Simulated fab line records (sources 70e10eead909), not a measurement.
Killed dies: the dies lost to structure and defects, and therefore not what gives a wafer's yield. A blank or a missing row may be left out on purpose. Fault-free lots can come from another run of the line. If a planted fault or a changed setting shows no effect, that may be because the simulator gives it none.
Matching of chambers | flow nand-harc | NHARC_P_M0_CMP_23 on cmp-01 has 4 sister chambers
The step polishes, t overpolish 20 s, target thk 117.54 nm. 4 wafers are shown with their chamber, then 8 later ones without.

WAFERS PAIRED WITH THEIR CHAMBERS
wafer  | chamber | motor-current-A (A)
L081.3 | 1       | 11.0
L081.6 | 3       | 11.7
L081.1 | 2       | 10.4
L084.1 | 0       | 12.6

WAFERS WITHOUT THEIR CHAMBER
wafer  | motor-current-A (A)
L084.5 | 10.2
L084.6 | 10.7
L090.2 | 11.0
L090.3 | 10.8
L090.6 | 11.0
L092.1 | 10.1
L092.2 | 11.1
L092.4 | 13.1

CHAMBER TAKEN BY EACH
wafer  | from the rows above     | in truth
L084.5 | 2                       | 2
L084.6 | can't be placed: 2 or 1 | 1
L090.2 | 1                       | 1
L090.3 | can't be placed: 1 or 2 | 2
L090.6 | 1                       | 1
L092.1 | 2                       | 2
L092.2 | can't be placed: 1 or 3 | 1
L092.4 | 0                       | 0
Correctly placed: 5 of 8. These rows do not allow placing 3 (true chamber among the candidates in 3). Number placed wrongly: 0.
How it was worked out, from the rows above alone: a wafer's distance from a chamber is the root of the sum, over the readings, of the square of ((its reading less the chamber's mean) divided by the reading's scatter). If the next closest chamber is less than 2 further off than the closest, the wafer can't be placed; otherwise it belongs to the closest. For every chamber, the mean is computed from those of its wafers that are shown. The scatter: with one shown wafer a chamber, the root of the mean of the squares of how far each hidden wafer lies from its nearest shown one.
